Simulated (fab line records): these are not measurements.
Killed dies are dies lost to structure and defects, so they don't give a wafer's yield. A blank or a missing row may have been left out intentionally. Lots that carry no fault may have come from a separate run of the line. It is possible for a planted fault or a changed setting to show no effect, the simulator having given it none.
Split-lot trial | flow n5_finfet | 39 wafers read from 7 lots, route of 1938 steps

## ABOUT THE SPLIT
At N5_DUMMY_GATE_ETCH_32 (etches SiO2 in CF4, target depth 3.5 nm, time 3.9 s), the setting time_s was moved away from the recipe's 3.9 s on 12 of the 39 wafers read, by -19.3% to +21.4%. This setting was run at the recipe's value on the other wafers.

Reading taken at the split's own step.

## THE READING
etch.depth_nm (the simulator's own value, which no gauge read), in nm, at N5_DUMMY_GATE_ETCH_32 (etches SiO2 in CF4, target depth 3.5 nm, time 3.9 s). The file does not state a usual value for it. Here, 27 wafers ran the recipe; their average is 3.481 nm with a standard deviation of 0.059 nm.

wafer  | tool, chamber at the split | time_s as run, s | against the recipe | etch.depth_nm, nm | against lot-mates on the recipe
L074.1 | rie_si-05, 3               | 3.9              | recipe             | 3.468             | -
L074.2 | rie_si-05, 2               | 3.9              | recipe             | 3.587             | -
L074.3 | rie_si-05, 1               | 3.9              | recipe             | 3.49              | -
L081.1 | rie_si-04, 2               | 3.9              | recipe             | 3.372             | -
L081.2 | rie_si-04, 1               | 4.663            | +19.6%             | 4.214             | +0.767
L081.3 | rie_si-04, 0               | 3.9              | recipe             | 3.441             | -
L081.4 | rie_si-04, 3               | 4.663            | +19.6%             | 4.168             | +0.721
L081.5 | rie_si-04, 0               | 4.663            | +19.6%             | 4.1               | +0.653
L081.6 | rie_si-04, 1               | 3.9              | recipe             | 3.528             | -
L084.1 | rie_si-04, 1               | 4.181            | +7.2%              | 3.812             | +0.293
L084.2 | rie_si-04, 0               | 4.181            | +7.2%              | 3.692             | +0.173
L084.3 | rie_si-04, 3               | 3.9              | recipe             | 3.551             | -
L084.4 | rie_si-04, 2               | 3.9              | recipe             | 3.434             | -
L084.5 | rie_si-04, 0               | 4.181            | +7.2%              | 3.713             | +0.194
L084.6 | rie_si-04, 1               | 3.9              | recipe             | 3.573             | -
L089.1 | rie_si-05, 3,1             | 3.9              | recipe             | 3.468             | -
L089.6 | rie_si-05, 3,1             | 3.9              | recipe             | 3.468             | -
L089.2 | rie_si-05, 1               | 3.9              | recipe             | 3.514             | -
L089.3 | rie_si-05, 0               | 3.9              | recipe             | 3.531             | -
L089.4 | rie_si-05, 2,0             | 3.9              | recipe             | 3.535             | -
L089.5 | rie_si-05, 2,0             | 3.9              | recipe             | 3.535             | -
L092.1 | rie_si-04, 0,2             | 3.9              | recipe             | 3.401             | -
L092.2 | rie_si-04, 0,2             | 3.9              | recipe             | 3.401             | -
L092.3 | rie_si-04, 3               | 3.9              | recipe             | 3.456             | -
L092.4 | rie_si-04, 0               | 3.9              | recipe             | 3.435             | -
L092.5 | rie_si-04, 2               | 3.9              | recipe             | 3.391             | -
L092.6 | rie_si-04, 3               | 3.9              | recipe             | 3.449             | -
L093.1 | rie_si-05, 0               | 3.148            | -19.3%             | 2.909             | -0.586
L093.2 | rie_si-05, 3               | 3.9              | recipe             | 3.477             | -
L093.3 | rie_si-05, 2               | 3.148            | -19.3%             | 2.904             | -0.591
L093.4 | rie_si-05, 1               | 3.9              | recipe             | 3.504             | -
L093.5 | rie_si-05, 3               | 3.9              | recipe             | 3.505             | -
L093.6 | rie_si-05, 0               | 3.148            | -19.3%             | 2.882             | -0.613
L095.1 | rie_si-02, 0               | 4.735            | +21.4%             | 4.331             | +0.839
L095.2 | rie_si-02, 2               | 4.735            | +21.4%             | 4.122             | +0.630
L095.3 | rie_si-02, 3               | 3.9              | recipe             | 3.534             | -
L095.4 | rie_si-02, 1               | 3.9              | recipe             | 3.392             | -
L095.5 | rie_si-02, 0               | 3.9              | recipe             | 3.55              | -
L095.6 | rie_si-02, 3               | 4.735            | +21.4%             | 4.269             | +0.777
Where a row lists several chambers, the file gives one row for several wafers and doesn't say which wafer went through which chamber.

THE FIT
A straight line over all 39 wafers: etch.depth_nm changes by +0.0335 nm for each +1% of time_s; r = +0.98; the points scatter about the line by 0.063 nm.
The same after taking each lot's own level away (the mean of its wafers on the recipe; 39 wafers): +0.0339 nm for each +1%; r = +0.99; scatter 0.055 nm.
On that fit, the largest move of time_s shifts the reading by 0.73 nm.
The lots' own levels span 3.4222 to 3.5193 nm, that is 1.6 times the standard deviation above.
So the lot-to-lot level changes the slope little: the two slopes agree.
Check: +0.718 nm against its lot-mates is what the line predicts for one of the wafers moved furthest among these (+21.4%) when that wafer is left out of the fit. Against them it came out at +0.839 nm.

## OTHER SPLITS APPLIED TO THESE WAFERS
Before the reading, these wafers also passed through other splits. Each is held against what the fit with the lots' levels taken away leaves over:
other split on the same wafers       | wafers away from the commonest value | r with etch.depth_nm (lot level and that fit taken away)
N5_WELL_APT_IMPLANT_15 energy_kev    | 18                                   | +0.07
N5_FIN_SAQP_SPACER1_ALD_24 temp_c    | 12                                   | +0.05
N5_DUMMY_GATE_EXPOSE_12 dose_mj      | 15                                   | -0.11
N5_DUMMY_GATE_ETCH_31 target_depth_a | 9                                    | +0.21

## FILE'S OWN FIT
etch.depth_nm changes by +0.0341 nm for each +1% of time_s, r = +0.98.
